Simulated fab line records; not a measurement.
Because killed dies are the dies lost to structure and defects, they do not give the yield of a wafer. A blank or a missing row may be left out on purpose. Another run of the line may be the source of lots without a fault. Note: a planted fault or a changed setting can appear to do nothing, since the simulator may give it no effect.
Chamber matching	flow n5 finfet	4 sister chambers for N5_DUMMY_GATE_TRIM_49 on rie si-06
The step chemistry O2, time 29 s, target cd 14 nm. 4 wafers are shown with their chamber, then 8 later ones without.

== EACH WAFER AND ITS CHAMBER ==
wafer	chamber	throttle valve pct (%)
L088.6	2	8.16
L090.5	3	8.18
L090.6	0	8.17
L095.2	1	8.20

== WAFERS WITH NO CHAMBER GIVEN ==
wafer	throttle valve pct (%)
L095.5	8.20
L095.6	8.18
L096.2	8.20
L096.4	8.20
L096.5	8.18
L097.3	8.20
L097.4	8.20
L097.5	8.15

== WHICH CHAMBER EACH ONE RAN IN ==
wafer	from the rows above	in truth
L095.5	1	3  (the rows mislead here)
L095.6	3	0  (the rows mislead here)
L096.2	1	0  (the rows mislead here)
L096.4	1	1
L096.5	3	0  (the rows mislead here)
L097.3	1	1
L097.4	1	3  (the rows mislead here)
L097.5	2	2
3 of 8 placed correctly. Number that these rows cannot place: 0. Wrongly placed: 5.
How it was worked out, from the rows above alone: a wafer's distance from a chamber is the root of the sum, over the readings, of the square of ((its reading less the chamber's mean) divided by the reading's scatter). If the next closest chamber is less than 2 further off than the closest, the wafer can't be placed; otherwise it belongs to the closest. For every chamber, the mean is computed from those of its wafers that are shown. The scatter: root of mean squared gap, hidden wafer to nearest shown wafer, with one shown wafer a chamber.
